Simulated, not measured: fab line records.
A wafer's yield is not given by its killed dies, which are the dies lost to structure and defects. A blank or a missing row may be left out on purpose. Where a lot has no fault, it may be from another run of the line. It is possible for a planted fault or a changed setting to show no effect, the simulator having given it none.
fab line records | flow n5_finfet
[record] lots = 11 | wafers = 33 | last_day = 16
route steps=1938 shown BEOL_M3@998 BEOL_M4@1111
lots that met no fault: taken from a fault-free run of the same line
start_h: start of the lot's first displayed wafer, in hours after the record's first day | wait_h: hours elapsed since this lot's preceding step | " repeats the value in the row above | L1.1+2: a row that stands for several wafers | - value missing, or start not given | * or withheld: withheld | < > ~ a bound
route shown NAME@n: NAME is a module with steps in the file, n the number in the route of the first one | usual: mean/standard deviation of fault-free wafers | same: alike in all rows | chamber/n: place in a boat | sites: each site's reading | _std_site: their standard deviation | _edge_site: mean of outer sites minus mean of inner sites | radius_mm: for every site, how far away it sits from the centre of the wafer | mask NAME#n: copy n | behind: the most recent tool/chamber to have shaped the wafer | hold: why the lot was held/for how many hours/how that ended | device: whichever transistor did not switch (one of n, p or np) | end of line: the same wafers' tests at the end of the route | a step without rows: its recipe alone | killed: count of dies lost to structure and defects at first sort (not the wafer's yield) | map: a wafer's dies, x killed, . not, _ none there
set.NAME: the setting the step ran with; set.NAME@STEP: the setting that earlier step ran with | model.NAME: the simulator's own value behind a step, which no gauge read
the route's steps for a sample of lots (tables are steps, rows are wafers)
[[steps]]
[step N5_BEOL_M3_SPUTTER_81]
[recipe] material = Cu | target_thk_a = 45 | temp_c = -20 | chamber_pressure_pa = 0.07 | power_w = withheld | time_s = 8.29
[usual] susceptor_temp_C = -20.00/0.11 | throttle_valve_pct = 30.1/1.1
lot.wafer | tool           | chamber | start_h | wait_h | susceptor_temp_C | throttle_valve_pct
L142.3    | pvd_sputter-03 | -       | 158.25  | 0.1    | -19.90           | 30.3
L142.4    | "              | -       | "       | "      | -20.10           | 30.2
L142.5    | "              | -       | "       | "      | -20.11           | 30.6
L143.2    | pvd_sputter-03 | -       | 170.69  | 0.1    | -19.86           | 29.6
L143.3    | "              | -       | "       | "      | -19.92           | 32.3
L143.6    | "              | -       | "       | "      | -19.79           | 29.9
L145.3    | pvd_sputter-03 | -       | 190.29  | 0.1    | -20.14           | 30.4
L145.4    | "              | -       | "       | "      | -20.01           | 29.7
L145.6    | "              | -       | "       | "      | -20.02           | 32.4
L146.1    | pvd_sputter-01 | -       | 198.90  | 0.1    | -20.23           | 28.7
L146.4    | "              | -       | "       | "      | -19.95           | 30.4
L146.5    | "              | -       | "       | "      | -20.22           | 28.3
L151.3    | pvd_sputter-02 | -       | 222.69  | 0.1    | -20.02           | 30.6
L151.4    | "              | -       | "       | "      | -19.94           | 30.1
L151.6    | "              | -       | "       | "      | -19.93           | 30.2
L152.1    | pvd_sputter-01 | -       | 230.97  | 0.1    | -19.99           | 29.5
L152.4    | "              | -       | "       | "      | -20.11           | 28.3
L152.5    | "              | -       | "       | "      | -19.82           | 28.6
L154.3    | pvd_sputter-01 | -       | 238.07  | 0.1    | -19.95           | 28.6
L154.4    | "              | -       | "       | "      | -20.05           | 29.3
L154.6    | "              | -       | "       | "      | -19.94           | 28.6
L155.3    | pvd_sputter-03 | -       | 250.80  | 0.1    | -19.97           | 32.5
L155.4    | "              | -       | "       | "      | -19.96           | 29.7
L155.6    | "              | -       | "       | "      | -20.02           | 30.2
L156.2    | pvd_sputter-03 | -       | 255.86  | 0.1    | -20.03           | 29.9
L156.4    | "              | -       | "       | "      | -19.97           | 30.4
L156.6    | "              | -       | "       | "      | -19.84           | 32.3
L157.1    | pvd_sputter-01 | -       | 259.73  | 0.1    | -19.92           | 30.1
L157.3    | "              | -       | "       | "      | -19.85           | 28.7
L157.6    | "              | -       | "       | "      | -20.01           | 28.6
L158.2    | pvd_sputter-02 | -       | 264.36  | 0.1    | -20.02           | 30.1
L158.4    | "              | -       | "       | "      | -20.06           | 29.9
L158.6    | "              | -       | "       | "      | -20.10           | 30.7
[step N5_BEOL_M3_ANNEAL_87]
[recipe] temp_c = 400 | time_s = 240 | ambient = vacuum
[usual] heater_power_w = 828/110 | susceptor_temp_C = 400.00/0.21
lot.wafer | tool           | chamber | start_h | wait_h | heater_power_w | susceptor_temp_C
L142.3    | pvd_sputter-03 | -       | 158.55  | 0.0    | 773            | 399.93
L142.4    | "              | -       | "       | "      | 807            | 400.17
L142.5    | "              | -       | "       | "      | 785            | 399.93
L143.2    | pvd_sputter-03 | -       | 170.99  | 0.0    | 723            | 400.22
L143.3    | "              | -       | "       | "      | 800            | 400.57
L143.6    | "              | -       | "       | "      | 742            | 399.82
L145.3    | pvd_sputter-03 | -       | 190.59  | 0.0    | 804            | 400.00
L145.4    | "              | -       | "       | "      | 734            | 399.80
L145.6    | "              | -       | "       | "      | 817            | 399.88
L146.1    | pvd_sputter-01 | -       | 199.20  | 0.0    | 881            | 399.98
L146.4    | "              | -       | "       | "      | 754            | 399.90
L146.5    | "              | -       | "       | "      | 798            | 399.83
L151.3    | pvd_sputter-02 | -       | 222.99  | 0.0    | 610            | 399.94
L151.4    | "              | -       | "       | "      | 1062           | 399.78
L151.6    | "              | -       | "       | "      | 1048           | 399.61
L152.1    | pvd_sputter-01 | -       | 231.27  | 0.0    | 885            | 400.07
L152.4    | "              | -       | "       | "      | 806            | 400.37
L152.5    | "              | -       | "       | "      | 806            | 400.33
L154.3    | pvd_sputter-01 | -       | 238.37  | 0.0    | 866            | 399.82
L154.4    | "              | -       | "       | "      | 867            | 399.50
L154.6    | "              | -       | "       | "      | 840            | 399.88
L155.3    | pvd_sputter-03 | -       | 251.10  | 0.0    | 812            | 400.44
L155.4    | "              | -       | "       | "      | 729            | 400.07
L155.6    | "              | -       | "       | "      | 810            | 400.56
L156.2    | pvd_sputter-03 | -       | 256.20  | 0.0    | 719            | 399.77
L156.4    | "              | -       | "       | "      | 786            | 400.16
L156.6    | "              | -       | "       | "      | 798            | 400.30
L157.1    | pvd_sputter-01 | -       | 260.03  | 0.0    | 748            | 400.14
L157.3    | "              | -       | "       | "      | 862            | 399.88
L157.6    | "              | -       | "       | "      | 814            | 400.06
L158.2    | pvd_sputter-02 | -       | 264.66  | 0.0    | 1041           | 399.85
L158.4    | "              | -       | "       | "      | 876            | 400.22
L158.6    | "              | -       | "       | "      | 609            | 399.87
[step N5_BEOL_M3_ANNEAL_91]
[recipe] temp_c = 400 | time_s = 240 | ambient = vacuum
[usual] heater_power_w = 826/110 | susceptor_temp_C = 400.00/0.23
lot.wafer | tool           | chamber | start_h | wait_h | heater_power_w | susceptor_temp_C
L142.3    | pvd_sputter-03 | -       | 158.99  | 0.0    | 794            | 399.82
L142.4    | "              | -       | "       | "      | 822            | 400.38
L142.5    | "              | -       | "       | "      | 794            | 400.30
L143.2    | pvd_sputter-03 | -       | 171.43  | 0.0    | 705            | 400.49
L143.3    | "              | -       | "       | "      | 815            | 400.36
L143.6    | "              | -       | "       | "      | 717            | 400.19
L145.3    | pvd_sputter-03 | -       | 191.03  | 0.0    | 791            | 400.18
L145.4    | "              | -       | "       | "      | 707            | 399.83
L145.6    | "              | -       | "       | "      | 823            | 400.00
L146.1    | pvd_sputter-01 | -       | 199.64  | 0.0    | 845            | 399.75
L146.4    | "              | -       | "       | "      | 757            | 400.17
L146.5    | "              | -       | "       | "      | 798            | 399.79
L151.3    | pvd_sputter-02 | -       | 223.43  | 0.0    | 604            | 399.88
L151.4    | "              | -       | "       | "      | 1065           | 399.68
L151.6    | "              | -       | "       | "      | 1025           | 400.29
L152.1    | pvd_sputter-01 | -       | 231.71  | 0.0    | 879            | 399.91
L152.4    | "              | -       | "       | "      | 817            | 400.07
L152.5    | "              | -       | "       | "      | 818            | 399.97
L154.3    | pvd_sputter-01 | -       | 238.81  | 0.0    | 854            | 399.66
L154.4    | "              | -       | "       | "      | 876            | 399.83
L154.6    | "              | -       | "       | "      | 842            | 399.65
L155.3    | pvd_sputter-03 | -       | 251.54  | 0.0    | -              | -
L155.4    | "              | -       | "       | "      | -              | -
L155.6    | "              | -       | "       | "      | -              | -
L156.2    | pvd_sputter-03 | -       | 256.67  | 0.0    | -              | -
L156.4    | "              | -       | "       | "      | -              | -
L156.6    | "              | -       | "       | "      | -              | -
L157.1    | pvd_sputter-01 | -       | 260.47  | 0.0    | 749            | 399.95
L157.3    | "              | -       | "       | "      | 832            | 400.05
L157.6    | "              | -       | "       | "      | 814            | 400.28
L158.2    | pvd_sputter-02 | -       | 265.10  | 0.0    | 1076           | 399.99
L158.4    | "              | -       | "       | "      | 851            | 400.12
L158.6    | "              | -       | "       | "      | 632            | 399.94
[step N5_BEOL_M3_ANNEAL_95]
[recipe] temp_c = 400 | time_s = 240 | ambient = vacuum
[usual] heater_power_w = 827/110 | susceptor_temp_C = 399.97/0.21
lot.wafer | tool           | chamber | start_h | wait_h | heater_power_w | susceptor_temp_C
L142.3    | pvd_sputter-03 | -       | 167.32  | 0.0    | 775            | 399.98
L142.4    | "              | -       | "       | "      | 827            | 400.37
L142.5    | "              | -       | "       | "      | 804            | 399.96
L143.2    | pvd_sputter-03 | -       | 171.87  | 0.0    | 722            | 400.02
L143.3    | "              | -       | "       | "      | 790            | 399.48
L143.6    | "              | -       | "       | "      | 735            | 400.00
L145.3    | pvd_sputter-03 | -       | 191.47  | 0.0    | 824            | 399.93
L145.4    | "              | -       | "       | "      | 729            | 399.69
L145.6    | "              | -       | "       | "      | 819            | 400.36
L146.1    | pvd_sputter-01 | -       | 200.08  | 0.0    | 842            | 399.91
L146.4    | "              | -       | "       | "      | 747            | 400.02
L146.5    | "              | -       | "       | "      | 802            | 399.82
L151.3    | pvd_sputter-02 | -       | 223.87  | 0.0    | 602            | 400.10
L151.4    | "              | -       | "       | "      | 1083           | 399.62
L151.6    | "              | -       | "       | "      | 1041           | 399.92
L152.1    | pvd_sputter-01 | -       | 232.15  | 0.0    | 892            | 399.72
L152.4    | "              | -       | "       | "      | 801            | 400.35
L152.5    | "              | -       | "       | "      | 791            | 400.21
L154.3    | pvd_sputter-01 | -       | 239.25  | 0.0    | 853            | 399.84
L154.4    | "              | -       | "       | "      | 867            | 399.90
L154.6    | "              | -       | "       | "      | 847            | 400.09
L155.3    | pvd_sputter-03 | -       | 251.98  | 0.0    | 822            | 399.67
L155.4    | "              | -       | "       | "      | 719            | 399.94
L155.6    | "              | -       | "       | "      | 804            | 399.92
L156.2    | pvd_sputter-03 | -       | 257.11  | 0.0    | 728            | 399.78
L156.4    | "              | -       | "       | "      | 774            | 400.28
L156.6    | "              | -       | "       | "      | 806            | 399.66
L157.1    | pvd_sputter-01 | -       | 260.91  | 0.0    | 759            | 399.78
L157.3    | "              | -       | "       | "      | 864            | 400.15
L157.6    | "              | -       | "       | "      | 804            | 400.05
L158.2    | pvd_sputter-02 | -       | 265.54  | 0.0    | 1043           | 399.93
L158.4    | "              | -       | "       | "      | 853            | 400.20
L158.6    | "              | -       | "       | "      | 620            | 399.92
[step N5_BEOL_M4_RC_MEAS_101]
[usual] DIBL_N = 36.5/1.8 | DIBL_P = 36.5/2.1 | IOFF_N = 0.17/0.031 | IOFF_P = 0.22/0.036 | ION_N = 677/11 | ION_P = 463/8 | SS_N = 71.6/0.61 | SS_P = 73.3/0.63 | VT_N = 249/3.1 | VT_P = -250/3.3
lot.wafer | tool      | chamber | start_h | wait_h | DIBL_N[mV/V] | DIBL_P[mV/V] | IOFF_N[nA/um] | IOFF_P[nA/um] | ION_N[uA/um] | ION_P[uA/um] | SS_N[mV/dec] | SS_P[mV/dec] | VT_N[mV] | VT_P[mV]
L142.3    | prober-01 | 0       | 180.90  | 0.3    | 34.9         | 36.3         | 0.16          | 0.17          | 684          | 455          | 71.6         | 73.8         | 249      | -252
L142.4    | "         | 0       | "       | "      | 37.1         | 39.6         | 0.19          | 0.23          | 679          | 464          | 71.9         | 74.0         | 246      | -251
L142.5    | "         | 0       | "       | "      | 34.9         | 36.8         | 0.16          | 0.18          | 673          | 457          | 71.8         | 72.7         | 249      | -255
L143.2    | prober-02 | 0       | 182.71  | 0.2    | 40.8         | 41.5         | 0.23          | 0.26          | 683          | 462          | 72.8         | 74.2         | 245      | -250
L143.3    | "         | 0       | "       | "      | 37.6         | 38.2         | 0.17          | 0.20          | 688          | 465          | 71.1         | 73.7         | 248      | -253
L143.6    | "         | 0       | "       | "      | 37.2         | 36.6         | 0.15          | 0.18          | 675          | 454          | 71.1         | 73.3         | 251      | -255
L145.3    | prober-01 | 0       | 202.24  | 0.3    | 38.5         | 38.5         | 0.21          | 0.26          | 694          | 476          | 72.0         | 73.7         | 242      | -245
L145.4    | "         | 0       | "       | "      | 34.7         | 34.7         | 0.14          | 0.20          | 681          | 468          | 71.0         | 72.8         | 250      | -248
L145.6    | "         | 0       | "       | "      | 36.1         | 35.5         | 0.15          | 0.20          | 679          | 469          | 71.7         | 73.1         | 250      | -249
L146.1    | prober-02 | 0       | 212.25  | 0.0    | 35.0         | 35.6         | 0.13          | 0.19          | 667          | 465          | 70.8         | 73.1         | 249      | -251
L146.4    | "         | 0       | "       | "      | 35.7         | 36.2         | 0.15          | 0.20          | 678          | 467          | 71.3         | 73.9         | 249      | -253
L146.5    | "         | 0       | "       | "      | 33.9         | 34.9         | 0.13          | 0.18          | 675          | 463          | 70.9         | 72.5         | 251      | -251
L152.1    | prober-01 | 0       | 243.41  | 0.0    | 36.8         | 35.4         | 0.17          | 0.22          | 663          | 456          | 71.9         | 73.8         | 250      | -248
L152.4    | "         | 0       | "       | "      | 37.6         | 35.9         | 0.19          | 0.24          | 664          | 454          | 72.6         | 73.5         | 248      | -249
L152.5    | "         | 0       | "       | "      | 34.3         | 33.2         | 0.14          | 0.20          | 667          | 457          | 71.6         | 72.9         | 250      | -249
L151.3    | prober-02 | 0       | 243.60  | 0.3    | 35.7         | 35.2         | 0.16          | 0.19          | 669          | 458          | 71.8         | 72.9         | 249      | -252
L151.4    | "         | 0       | "       | "      | 35.7         | 35.7         | 0.16          | 0.20          | 676          | 461          | 71.6         | 73.1         | 248      | -251
L151.6    | "         | 0       | "       | "      | 38.2         | 37.1         | 0.19          | 0.22          | 681          | 461          | 71.7         | 73.4         | 249      | -252
L154.3    | prober-01 | 0       | 252.93  | 0.3    | 35.1         | 35.0         | 0.14          | 0.20          | 675          | 470          | 71.0         | 72.8         | 250      | -250
L154.4    | "         | 0       | "       | "      | 37.4         | 38.1         | 0.18          | 0.25          | 676          | 462          | 71.0         | 73.8         | 248      | -248
L154.6    | "         | 0       | "       | "      | 35.0         | 35.1         | 0.14          | 0.21          | 684          | 471          | 71.4         | 72.9         | 249      | -249
L155.3    | prober-01 | 0       | 265.26  | 0.3    | 38.7         | 39.2         | 0.20          | 0.24          | 682          | 463          | 71.7         | 74.4         | 247      | -250
L155.4    | "         | 0       | "       | "      | 36.5         | 36.5         | 0.16          | 0.19          | 671          | 458          | 71.4         | 73.7         | 250      | -252
L155.6    | "         | 0       | "       | "      | 37.8         | 38.0         | 0.18          | 0.21          | 691          | 462          | 71.4         | 73.2         | 250      | -254
L156.2    | prober-01 | 0       | 271.61  | 0.2    | 36.3         | 36.7         | 0.15          | 0.20          | 667          | 456          | 71.2         | 72.9         | 251      | -250
L156.4    | "         | 0       | "       | "      | 35.7         | 34.7         | 0.13          | 0.17          | 663          | 460          | 70.9         | 72.3         | 252      | -252
L156.6    | "         | 0       | "       | "      | 38.1         | 38.7         | 0.18          | 0.23          | 690          | 463          | 71.9         | 73.2         | 249      | -249
L157.1    | prober-01 | 0       | 274.17  | 0.0    | 33.8         | 31.6         | 0.12          | 0.16          | 667          | 455          | 70.6         | 71.7         | 252      | -252
L157.3    | "         | 0       | "       | "      | 37.1         | 35.1         | 0.19          | 0.22          | 681          | 460          | 71.2         | 73.0         | 245      | -246
L157.6    | "         | 0       | "       | "      | 35.9         | 33.6         | 0.17          | 0.19          | 668          | 455          | 71.5         | 73.0         | 247      | -251
L158.2    | prober-02 | 0       | 277.49  | 0.2    | 38.7         | 39.5         | 0.19          | 0.25          | 680          | 469          | 71.8         | 73.7         | 247      | -249
L158.4    | "         | 0       | "       | "      | 35.6         | 35.4         | 0.13          | 0.19          | 669          | 461          | 71.8         | 73.0         | 253      | -252
L158.6    | "         | 0       | "       | "      | 38.0         | 37.7         | 0.17          | 0.22          | 669          | 460          | 72.6         | 73.1         | 249      | -249
[[key]]
[first_sign] step = N5_BEOL_M3_ANNEAL_91 | reading = tool_record | direction = missing
effect none on later readings
met_at N5_BEOL_M3_ANNEAL_91
struck_lots L155,L156
not_acting_at N5_BEOL_M3_SPUTTER_81,N5_BEOL_M3_ANNEAL_87,N5_BEOL_M3_ANNEAL_95
onset_between 191.03 251.54
[fault] kind = skipped_step_whole | tool = pvd_sputter-03 | chamber = - | onset_h = 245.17 | steps = N5_BEOL_M3_ANNEAL_91 | scope = struck_lots_only
